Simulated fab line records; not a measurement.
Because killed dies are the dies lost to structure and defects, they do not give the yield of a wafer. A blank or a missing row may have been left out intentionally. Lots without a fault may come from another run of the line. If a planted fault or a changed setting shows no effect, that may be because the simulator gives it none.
Matching of chambers | flow n5_finfet | N5_BEOL_M6_STRIP_19 on rie_diel-04 has 4 sister chambers
The step strips in O2. 24 wafers are shown with their chamber, then 12 later ones without.

## WAFERS, EACH WITH ITS CHAMBER
wafer  | chamber | drypump_motor_current_A (A) | showerhead_plenum_p_Torr (Torr) | throttle_valve_pct (%)
L074.2 | 3       | 5.1                         | 2.13                            | 16.68
L074.3 | 2       | 6.1                         | 2.06                            | 16.78
L074.6 | 1       | 6.3                         | 2.03                            | 16.31
L075.1 | 3       | 5.1                         | 2.13                            | 16.69
L075.4 | 2       | 6.1                         | 2.06                            | 16.78
L075.6 | 1       | 6.3                         | 2.03                            | 16.31
L076.1 | 0       | 5.7                         | 2.23                            | 16.24
L076.3 | 2       | 6.1                         | 2.06                            | 16.78
L076.5 | 2       | 6.1                         | 2.06                            | 16.80
L078.2 | 0       | 5.8                         | 2.23                            | 16.23
L078.3 | 1       | 6.3                         | 2.03                            | 16.33
L078.6 | 0       | 5.8                         | 2.23                            | 16.24
L079.1 | 2       | 6.1                         | 2.06                            | 16.81
L079.4 | 1       | 6.3                         | 2.03                            | 16.33
L079.6 | 0       | 5.8                         | 2.23                            | 16.24
L082.1 | 3       | 5.1                         | 2.13                            | 16.71
L082.2 | 0       | 5.7                         | 2.23                            | 16.25
L082.5 | 1       | 6.3                         | 2.02                            | 16.35
L084.2 | 1       | 6.3                         | 2.02                            | 16.32
L084.3 | 0       | 5.8                         | 2.22                            | 16.25
L084.5 | 1       | 6.3                         | 2.02                            | 16.31
L085.3 | 3       | 5.1                         | 2.12                            | 16.72
L085.4 | 2       | 6.1                         | 2.06                            | 16.80
L085.5 | 1       | 6.3                         | 2.02                            | 16.34

SIGNATURES (averages over the wafers above)
reading                  | chamber 0 | chamber 1 | chamber 2 | chamber 3 | scatter within a chamber
drypump_motor_current_A  | 5.767     | 6.300     | 6.100     | 5.100     | 0.0258
showerhead_plenum_p_Torr | 2.2283    | 2.0250    | 2.0600    | 2.1275    | 0.00423
throttle_valve_pct       | 16.2417   | 16.3250   | 16.7917   | 16.7000   | 0.0137
Rule: for a wafer and a chamber, the distance is found by dividing, reading by reading, the gap between the wafer's reading and the chamber's mean by the reading's scatter, squaring, summing and taking the root. If the next closest chamber is less than 2 further off than the closest, the wafer can't be placed; otherwise it belongs to the closest. The scatter: the root of (the sum of the squares of (reading less its chamber's mean) over the shown wafers, divided by (wafers less chambers)).

## WAFERS WITHOUT THEIR CHAMBER
wafer  | drypump_motor_current_A (A) | showerhead_plenum_p_Torr (Torr) | throttle_valve_pct (%)
L086.3 | 5.1                         | 2.12                            | 16.71
L086.5 | 6.3                         | 2.02                            | 16.35
L086.6 | 5.7                         | 2.22                            | 16.28
L089.3 | 6.3                         | 2.02                            | 16.37
L089.5 | 5.1                         | 2.12                            | 16.73
L089.6 | 5.7                         | 2.22                            | 16.27
L088.1 | 6.3                         | 2.02                            | 16.36
L088.2 | 5.8                         | 2.22                            | 16.30
L088.4 | 5.1                         | 2.12                            | 16.73
L092.1 | 6.1                         | 2.05                            | 16.37
L092.2 | 5.8                         | 2.22                            | 16.28
L092.4 | 5.1                         | 2.12                            | 16.76

## THE CHAMBER EACH PASSED THROUGH
wafer  | from the rows above | in truth
L086.3 | 3                   | 3
L086.5 | 1                   | 1
L086.6 | 0                   | 0
L089.3 | 1                   | 1
L089.5 | 3                   | 3
L089.6 | 0                   | 0
L088.1 | 1                   | 1
L088.2 | 0                   | 0
L088.4 | 3                   | 3
L092.1 | 1                   | 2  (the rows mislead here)
L092.2 | 0                   | 0
L092.4 | 3                   | 3
Correctly placed: 11 of 12. Left unplaced by these rows: 0. Wrongly placed: 1.
